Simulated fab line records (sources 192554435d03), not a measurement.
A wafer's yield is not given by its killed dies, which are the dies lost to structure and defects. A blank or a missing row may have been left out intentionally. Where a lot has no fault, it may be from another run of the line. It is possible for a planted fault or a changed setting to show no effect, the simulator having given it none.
Matching of chambers    flow n5 finfet    N5_BEOL_M8_ETCH_72 on rie diel-03: 4 sister chambers
The step etches underlayer in N2/H2, target depth 6.5 nm, time 5.2 s. 20 wafers are shown with their chamber, then 10 later ones without.

## WAFERS, EACH WITH ITS CHAMBER
wafer   chamber  drypump motor current A (A)  throttle valve pct (%)  etch rf on time s (s)
L076.1  2        5.79                         17.98                   5.15
L076.3  1        5.36                         17.92                   4.95
L076.6  3        5.61                         17.74                   4.84
L080.1  3        5.62                         17.74                   4.83
L080.2  0        5.56                         18.24                   5.02
L080.6  0        5.57                         18.26                   5.06
L081.2  3        5.64                         17.75                   4.85
L081.4  0        5.55                         18.25                   5.02
L081.5  0        5.56                         18.28                   5.05
L084.1  1        5.38                         17.93                   4.92
L084.3  2        5.74                         17.99                   5.11
L084.4  3        5.61                         17.76                   4.76
L087.2  2        5.76                         18.00                   5.18
L087.4  3        5.61                         17.76                   4.89
L087.6  2        5.75                         18.00                   5.19
L088.2  3        5.63                         17.77                   4.87
L088.3  3        5.60                         17.74                   4.85
L088.5  2        5.72                         18.02                   5.20
L090.1  1        5.39                         17.63                   4.93
L090.5  0        5.57                         18.28                   5.11

SIGNATURES, as means of the wafers listed above
reading                  chamber 0  chamber 1  chamber 2  chamber 3  scatter within a chamber
drypump motor current A  5.5620     5.3767     5.7520     5.6171     0.0169
throttle valve pct       18.2620    17.8267    17.9980    17.7514    0.0618
etch rf on time s        5.0520     4.9333     5.1660     4.8414     0.0365
Rule: a wafer lies at a distance from a chamber equal to the root of the sum of squares, over the readings, of (its reading less the chamber's mean, divided by the reading's scatter). The wafer belongs to the nearest chamber; if the next one is less than 2 further off, it can't be placed. How the scatter is found: for the shown wafers, subtract from each reading the mean of its chamber, square and add these, divide the total by (wafers less chambers), then take the root.

## WAFERS WITH NO CHAMBER GIVEN
wafer   drypump motor current A (A)  throttle valve pct (%)  etch rf on time s (s)
L090.6  5.62                         17.80                   4.82
L094.4  5.55                         18.30                   5.17
L094.5  5.66                         17.79                   4.86
L094.6  5.55                         18.29                   5.14
L095.1  5.72                         18.03                   5.15
L095.5  5.54                         18.33                   5.04
L095.6  5.71                         18.04                   5.14
L096.1  5.35                         17.68                   5.03
L096.2  5.55                         17.88                   5.04
L096.3  5.71                         18.06                   5.29

## WHICH CHAMBER EACH WENT THROUGH
wafer   from the rows above      in truth
L090.6  3                        3
L094.4  0                        0
L094.5  3                        3
L094.6  0                        0
L095.1  2                        2
L095.5  0                        0
L095.6  2                        2
L096.1  1                        1
L096.2  can't be placed: 0 or 3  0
L096.3  2                        2
Correctly placed: 9 of 10. Unplaceable from these rows: 1, with the true chamber sitting among the candidates in 1. Wrongly placed: 0.
